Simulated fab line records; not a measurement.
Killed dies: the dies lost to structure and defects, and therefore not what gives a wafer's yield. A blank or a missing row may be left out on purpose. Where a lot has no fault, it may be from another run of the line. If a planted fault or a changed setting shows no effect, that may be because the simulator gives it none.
A struck lot beside a sound one ; flow nand-harc ; 13 out of 1302 route steps
Sound: these wafers, L389.1, L389.2, L389.6. Wafers L398.1, L398.2, L398.4 were the ones struck. The cause is named last.
Each step with rows lists, per side, the tool, then ch with its chambers, then its first start. Under that, the readings that differ: sound wafers ; struck wafers ; difference of the means ; sigmas: that difference in standard deviations of wafers without a fault.
alike: readings with means less than 2 such deviations apart, plus words and numbers identical on both sides. not compared: withheld readings, readings lacking a value on some wafer, bounds such as >300 that could conceal the same value, and numbers that have no deviation in the record and whose values overlap.
Wherever a step has rows on one side only, a row that says differs or no value, or a row with sigmas, the two part there. Non-overlapping numbers with no deviation appear without sigmas and do not part them. A reading missing from all wafers of one side parts the sides only when that side holds two or more wafers.

NHARC_A_STAIRCASE_STRIP_295: strips in O2.
  sound on rie-diel-03 ch 0,2,3; struck on rie-diel-01 ch 0,2,3
  alike: drypump-motor-current-A, oes-product-au, rf-vpp-V, showerhead-plenum-p-Torr, throttle-valve-pct
  not compared: rf-hours-counter-h
then, 3 steps without rows for these wafers: NHARC_A_STAIRCASE_STRIP_296 (strips in SPM, time 900 s); NHARC_A_STAIRCASE_PRECLEAN_297 (cleans in SC1); NHARC_A_STAIRCASE_SRD_298.
NHARC_A_STAIRCASE_HM_DEP_462: deposits aC, target thk 800 nm.
  sound on acl-dep-01 ch 0, day 18 17:05; struck on acl-dep-02 ch 0, day 22 09:13
  alike: throttle-valve-pct
NHARC_A_STAIRCASE_DEP_301: deposits SiON, target thk 30 nm.
  sound on pecvd-02 ch 0,1,2, day 18 18:55; struck on pecvd-04 ch 0,1,2, day 22 11:05
  alike: heater-power-w
then, 5 steps without rows for these wafers: NHARC_A_STAIRCASE_DEHYDRATE_302 (time 120 s); NHARC_A_STAIRCASE_HMDS_303 (time 30 s); NHARC_A_STAIRCASE_COAT_304; NHARC_A_STAIRCASE_SOFTBAKE_305 (time 170 s); NHARC_A_STAIRCASE_EBR_306.
NHARC_A_STAIRCASE_EXPOSE_307: exposes mask CHOP 50.
  sound on krf-scanner-02 ch 0, day 18 19:31; struck on krf-scanner-02 ch 0, day 22 11:40
reading;sound;struck;difference;sigmas
exposure-dose-mJ-cm2;45.64 45.59 45.56;43.86 43.96 43.88;-1.70;-31
  alike: mask
then, 1 step without rows for these wafers: NHARC_A_STAIRCASE_PEB_308 (peb time 130 s).

WHERE THEY PART
NHARC_A_STAIRCASE_EXPOSE_307 only, going by this record.

WHY: whatever the simulator had introduced
Process parameters drifting: krf-scanner-02 at NHARC_A_STAIRCASE_EXPOSE_307, beginning at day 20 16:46. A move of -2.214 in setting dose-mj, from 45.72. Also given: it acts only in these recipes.
